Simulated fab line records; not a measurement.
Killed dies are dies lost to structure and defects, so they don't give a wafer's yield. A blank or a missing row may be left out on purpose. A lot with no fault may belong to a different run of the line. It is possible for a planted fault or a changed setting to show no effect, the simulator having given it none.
fab line records	flow n5-finfet
record: lots: 10	wafers: 30	last-day: 18
route steps=1938 shown BEOL_M14@1753 BEOL_M15@1785
lots that met no fault: taken from a fault-free run of the same line
start-h: the number of hours between the record's first day and the start of the first shown wafer of the lot	wait-h: hours from the lot's prior step to this one	" identical to the entry in the row above	L1.1+2: a row that stands for several wafers	- no value, or no start given	* or withheld: withheld	< > ~ a bound
route shown NAME@n: names a module that has steps shown in the file, with the first one's number in the route	usual: mean/standard deviation taken from wafers without a fault	same: alike in all rows	chamber/n: place in a boat	sites: per-site readings	_std_site: the values' standard deviation	_edge_site: inner sites' mean taken away from outer sites' mean	radius-mm: for every site, how far away it sits from the centre of the wafer	mask NAME#n: copy n	behind: the tool/chamber that last shaped the wafer	hold: why the lot went on hold/how many hours it stayed there/how the hold came to an end	device: which transistor (n, p or np) failed to switch	end of line: at the end of the route, the tests of the same wafers	a step without rows: its recipe alone	killed: not the wafer's yield, but the dies lost to structure and defects at the first sort	map: shows each die of a wafer: x if killed, . if not, _ if none is there
set.NAME: the run value of the setting; set.NAME@STEP: its run value at that earlier step	model.NAME: the simulator's own value behind a step, which no gauge read
a sample of lots followed through the steps of the route, with each step as a table and each wafer as a row
services: when a tool's chamber went out of use (start-h, in hours from the record's first day, below 0 if earlier), for how many hours, and the reason
== steps ==
step: N5_BEOL_M14_TRENCH_ETCH_34
recipe: chemistry: C4F8/O2/Ar	target: SiO2	target-depth-a: 5566.5	mask-material: SOC	he-inner-torr: 15	he-outer-torr: 30	time-s: 126.9	ion-energy-ev: 800	pressure-mtorr: 20	source-w: 1905	bias-w: 2040	Ar_flow_sccm: 400	C4F8_flow_sccm: 16	O2_flow_sccm: 12
usual: drypump-motor-current-A: 5.8/0.46	oes-product-au: 0.81/0.093	rf-fwd-power-W: 1898/5.7	rf-vpp-V: 2200/42	showerhead-plenum-p-Torr: 3.43/0.15	throttle-valve-pct: 30.72/0.28
lot.wafer	tool	chamber	start-h	wait-h	drypump-motor-current-A	oes-product-au	rf-fwd-power-W	rf-hours-counter-h	rf-vpp-V	showerhead-plenum-p-Torr	throttle-valve-pct
L563.1	rie-diel-05	0	251.69	0.0	5.7	0.92	1897	12	2291	3.67	30.78
L563.4	"	2	"	"	5.1	0.68	1889	238	2209	3.56	30.92
L563.5	"	0	"	"	5.7	0.92	1897	-	2291	3.67	30.77
L566.1	rie-diel-04	0	265.33	0.0	5.6	0.92	1895	16	2219	3.68	30.76
L566.2	"	2	"	"	5.8	0.70	1896	214	2176	3.52	30.97
L566.3	"	3	"	"	5.4	0.84	1897	69	2199	3.37	30.54
L567.1	rie-diel-04	2	274.95	0.0	5.8	0.70	1900	217	2178	3.52	30.98
L567.3	"	1	"	"	5.3	0.67	1902	223	2185	3.25	30.15
L567.6	"	0	"	"	5.7	0.92	1895	-	2219	3.68	30.75
L568.1	rie-diel-04	3	287.35	0.0	5.4	0.84	1895	75	2198	3.37	30.56
L568.2	"	0	"	"	5.6	0.91	1894	22	2219	3.68	30.76
L568.5	"	0	"	"	5.6	0.91	1897	-	2218	3.68	30.78
L570.2	rie-diel-04	2	293.44	0.0	5.8	0.69	1902	222	2178	3.52	30.96
L570.4	"	0	"	"	5.6	0.91	1905	25	2220	3.67	30.78
L570.6	"	0	"	"	5.7	0.91	1897	-	2219	3.68	30.77
L573.2	rie-diel-04	3	317.21	0.0	5.3	0.82	1903	86	2198	3.37	30.56
L573.3	"	0	"	"	5.7	0.89	1892	34	2220	3.67	30.79
L573.5	"	1	"	"	5.2	0.67	1902	-	2183	3.24	30.15
L572.1	rie-diel-06	2	322.33	0.0	5.5	0.67	1900	247	2277	3.21	30.56
L572.2	"	1	"	"	6.0	0.92	1894	27	2230	3.33	30.64
L572.5	"	2	"	"	5.5	0.66	1905	-	2276	3.21	30.56
L582.3	rie-diel-06	0	387.41	0.0	6.6	0.84	1898	61	2193	3.37	30.99
L582.5	"	3	"	"	6.5	0.82	1898	-	2120	3.27	30.61
L582.6	"	0	"	"	6.7	0.84	1897	-	2193	3.37	31.02
L583.1	rie-diel-05	0	395.44	0.0	5.7	0.82	1897	58	2288	3.64	30.82
L583.4	"	3	"	"	5.6	0.87	1889	55	2145	3.38	31.35
L583.5	"	2	"	"	5.1	0.89	1897	-	2208	3.54	30.67
L584.1	rie-diel-05	3	410.10	0.0	5.7	0.86	1902	59	2146	3.38	31.35
L584.5	"	0	"	"	5.7	0.82	1898	-	2288	3.64	30.79
L584.6	"	1	"	"	6.0	0.77	1892	-	2199	3.34	30.91
step: N5_BEOL_M15_INSPECT_12
recipe: mode: adi	inspect-instrument: macro
usual: raw-defect-count: 2.0/1.3
lot.wafer	tool	chamber	start-h	wait-h	raw-defect-count
L563.1	defect-inspect-01	-	260.18	0.0	1
L563.4	"	-	"	"	4
L563.5	"	-	"	"	6
L566.1	defect-inspect-01	-	268.12	0.0	4
L566.2	"	-	"	"	3
L566.3	"	-	"	"	3
L567.1	defect-inspect-01	-	280.31	0.0	1
L567.3	"	-	"	"	1
L567.6	"	-	"	"	4
L568.1	defect-inspect-02	-	291.75	0.0	3
L568.2	"	-	"	"	6
L568.5	"	-	"	"	1
L570.2	defect-inspect-01	-	297.55	0.0	4
L570.4	"	-	"	"	1
L570.6	"	-	"	"	1
L573.2	defect-inspect-02	-	320.98	0.0	1
L573.3	"	-	"	"	2
L573.5	"	-	"	"	4
L572.1	defect-inspect-02	-	327.18	0.0	1
L572.2	"	-	"	"	1
L572.5	"	-	"	"	3
L582.3	defect-inspect-01	-	391.56	0.0	1
L582.5	"	-	"	"	2
L582.6	"	-	"	"	2
L583.1	defect-inspect-01	-	399.43	0.0	1
L583.4	"	-	"	"	0
L583.5	"	-	"	"	3
L584.1	defect-inspect-02	-	414.86	0.0	2
L584.5	"	-	"	"	0
L584.6	"	-	"	"	1
step: N5_BEOL_M15_ETCH_59
recipe: chemistry: N2/H2	target: BARC	target-depth-a: 890	overetch-a: 267	time-s: 67.9	ion-energy-ev: 200	pressure-mtorr: 30	source-w: 840	bias-w: 150	n2-flow-sccm: 200	h2-flow-sccm: 200
usual: drypump-motor-current-A: 5.8/0.49	oes-product-au: 0.70/0.086	rf-fwd-power-W: 833.1/3	rf-vpp-V: 524.2/2.8	run-length-s: 91.0/0.5	showerhead-plenum-p-Torr: 2.55/0.093	throttle-valve-pct: 17.8/0.31
lot.wafer	tool	chamber	start-h	wait-h	drypump-motor-current-A	oes-product-au	rf-fwd-power-W	rf-hours-counter-h	rf-vpp-V	run-length-s	showerhead-plenum-p-Torr	throttle-valve-pct
L563.1	rie-diel-03	1	260.25	0.0	5.7	0.62	831.2	209	519.7	91.8	2.43	18.3
L563.4	"	0	"	"	5.6	0.60	833.0	-	524.8	91.0	2.61	18.3
L563.5	"	1	"	"	5.7	0.62	833.1	-	518.5	92.1	2.43	18.3
L566.1	rie-diel-02	2	268.19	0.0	5.6	0.61	828.3	241	519.3	91.4	2.40	17.9
L566.2	"	0	"	"	5.2	0.72	835.0	58	520.5	90.6	2.47	17.8
L566.3	"	1	"	"	6.2	0.62	834.5	215	522.0	91.5	2.52	17.9
L567.1	rie-diel-02	3	280.38	0.0	5.5	0.71	830.7	72	526.9	90.2	2.65	17.5
L567.3	"	1	"	"	6.3	0.61	840.7	218	523.2	91.6	2.52	18.0
L567.6	"	1	"	"	6.3	0.60	833.9	-	523.2	91.4	2.52	17.9
L568.1	rie-diel-03	3	291.82	0.0	5.1	0.60	834.7	234	523.1	91.7	2.52	18.2
L568.2	"	1	"	"	5.7	0.61	827.6	218	520.3	91.7	2.43	18.3
L568.5	"	2	"	"	5.3	0.83	832.2	-	525.4	90.9	2.58	17.6
L570.2	rie-diel-03	1	297.62	0.0	5.8	0.62	831.0	220	520.1	91.9	2.43	18.3
L570.4	"	2	"	"	5.3	0.82	835.6	10	526.2	90.7	2.58	17.5
L570.6	"	1	"	"	5.8	0.61	830.6	-	520.7	91.5	2.43	18.3
L573.2	rie-diel-01	0	321.05	0.0	5.6	0.70	836.6	75	525.5	90.6	2.56	17.6
L573.3	"	3	"	"	6.6	0.60	831.9	215	526.2	91.2	2.63	18.3
L573.5	"	0	"	"	5.6	0.71	837.4	-	524.3	90.6	2.56	17.6
L572.1	rie-diel-01	2	327.25	0.0	5.7	0.79	827.0	17	523.0	91.5	2.47	17.8
L572.2	"	0	"	"	5.6	0.70	835.4	77	522.9	90.5	2.56	17.6
L572.5	"	3	"	"	6.6	0.60	829.1	-	527.1	91.4	2.63	18.3
L582.3	rie-diel-03	2	391.68	0.0	5.3	0.83	-	37	525.5	86.3	2.57	17.6
L582.5	"	2	"	"	5.3	0.83	-	-	524.0	86.0	2.57	17.6
L582.6	"	1	"	"	5.7	0.60	827.5	-	520.3	91.9	2.42	18.4
L583.1	rie-diel-03	2	399.49	0.0	5.3	0.82	-	39	525.8	85.8	2.57	17.6
L583.4	"	0	"	"	5.6	0.78	831.2	32	523.8	90.7	2.59	17.9
L583.5	"	2	"	"	5.3	0.83	-	-	525.6	85.9	2.57	17.6
L584.1	rie-diel-01	2	414.92	0.0	5.7	0.76	833.0	45	522.7	91.5	2.46	17.8
L584.5	"	2	"	"	5.7	0.76	838.1	-	522.7	91.4	2.46	17.8
L584.6	"	1	"	"	6.6	0.77	833.5	-	529.6	91.2	2.69	17.4
step: N5_BEOL_M15_STRIP_64
recipe: chemistry: O2	power-w: 600	temp-c: 60	pressure-mtorr: 30	rf-frequency-hz: 6e+07	bias-power-w: 0	overash-fraction: 0.3	o2-flow-sccm: 225
usual: drypump-motor-current-A: 5.8/0.49	oes-product-au: 0.82/0.1	rf-vpp-V: 3.7/0.47	showerhead-plenum-p-Torr: 2.11/0.081	throttle-valve-pct: 16.66/0.29
lot.wafer	tool	chamber	start-h	wait-h	drypump-motor-current-A	oes-product-au	rf-hours-counter-h	rf-vpp-V	showerhead-plenum-p-Torr	throttle-valve-pct
L563.1	rie-diel-03	1	-	-	5.7	0.73	210	3.3	2.01	17.06
L563.4	"	0	"	"	5.6	0.71	-	3.5	2.14	17.13
L563.5	"	1	"	"	5.7	0.74	-	3.7	2.01	17.05
L566.1	rie-diel-02	2	-	-	5.6	0.70	242	3.9	1.99	16.81
L566.2	"	0	"	"	5.3	0.83	58	3.1	2.07	16.72
L566.3	"	1	"	"	6.2	0.71	215	3.8	2.06	16.59
L567.1	rie-diel-02	3	-	-	5.5	0.85	72	2.9	2.24	16.61
L567.3	"	1	"	"	6.3	0.71	218	3.6	2.06	16.59
L567.6	"	1	"	"	6.2	0.72	-	3.6	2.06	16.59
L568.1	rie-diel-03	3	-	-	5.0	0.71	234	3.6	2.07	16.95
L568.2	"	1	"	"	5.7	0.73	219	3.9	2.01	17.09
L568.5	"	2	"	"	5.3	0.96	-	2.9	2.14	16.46
L570.2	rie-diel-03	1	-	-	5.7	0.73	221	3.5	2.01	17.07
L570.4	"	2	"	"	5.3	0.98	10	4.9	2.14	16.46
L570.6	"	1	"	"	5.7	0.73	-	3.7	2.01	17.09
L573.2	rie-diel-01	0	-	-	5.5	0.83	75	3.8	2.10	16.38
L573.3	"	3	"	"	6.6	0.71	215	4.2	2.17	17.04
L573.5	"	0	"	"	5.5	0.82	-	3.9	2.10	16.39
L572.1	rie-diel-01	2	-	-	5.7	0.92	17	3.9	2.08	16.84
L572.2	"	0	"	"	5.5	0.82	77	4.3	2.10	16.39
L572.5	"	3	"	"	6.6	0.70	-	3.7	2.17	17.04
L582.3	rie-diel-03	2	-	-	5.3	0.92	37	3.7	2.13	16.52
L582.5	"	2	"	"	5.3	0.92	-	3.2	2.13	16.51
L582.6	"	1	"	"	5.7	0.70	-	3.5	2.00	17.14
L583.1	rie-diel-03	2	-	-	5.3	0.92	39	2.5	2.13	16.53
L583.4	"	0	"	"	5.6	0.94	32	3.2	2.13	16.66
L583.5	"	2	"	"	5.3	0.92	-	3.5	2.13	16.52
L584.1	rie-diel-01	2	-	-	5.7	0.88	45	4.0	2.07	16.89
L584.5	"	2	"	"	5.7	0.88	-	3.1	2.07	16.89
L584.6	"	1	"	"	6.6	0.87	-	3.4	2.22	16.09
== services ==
tool	chamber	start-h	hours	kind
rie-diel-01	2	237.75	12.4	repair
rie-diel-03	2	244.14	-	clean
rie-diel-03	2	244.14	-	consumable-replace:focus-ring
rie-diel-03	2	244.14	16.8	scheduled-down
rie-diel-03	2	244.14	16.8	vent-cycle
rie-diel-04	-	266.81	2.4	repair
rie-diel-06	-	267.21	0.6	repair
rie-diel-03	0	270.19	-	clean
rie-diel-03	0	270.19	-	consumable-replace:focus-ring
rie-diel-06	-	275.37	4.3	pm
rie-diel-06	2	294.86	13.9	repair
rie-diel-02	2	301.04	12.7	repair
rie-diel-04	2	302.94	7.1	repair
rie-diel-04	2	310.68	4.4	repair
rie-diel-01	1	326.94	2.6	repair
rie-diel-02	1	334.58	3.1	repair
rie-diel-04	3	347.13	14.3	repair
rie-diel-06	3	352.68	16.5	repair
rie-diel-03	3	354.99	-	clean
rie-diel-02	3	379.35	6.9	repair
rie-diel-01	-	381.04	0.8	repair
rie-diel-01	1	387.40	9.6	repair
rie-diel-04	2	400.23	9.9	repair
rie-diel-03	2	414.03	17.4	repair
== key ==
first-sign: step: N5_BEOL_M15_ETCH_59	reading: run-length-s	direction: down	sigmas: 10	usual: *	struck: *
effect none on later readings
met-at N5_BEOL_M15_ETCH_59
struck-lots L582,L583
struck-wafers L582.3,L582.5,L583.1,L583.5
not-acting-at N5_BEOL_M14_TRENCH_ETCH_34,N5_BEOL_M15_INSPECT_12,N5_BEOL_M15_STRIP_64
onset-between 297.62 391.68
fault: kind: process-parameter-drift	tool: rie-diel-03	chamber: 2	onset-h: 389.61	steps: N5_BEOL_M15_ETCH_59	channel: time-s	offset: *	shape: step	end-h: 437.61	acts-in: *	stated: *
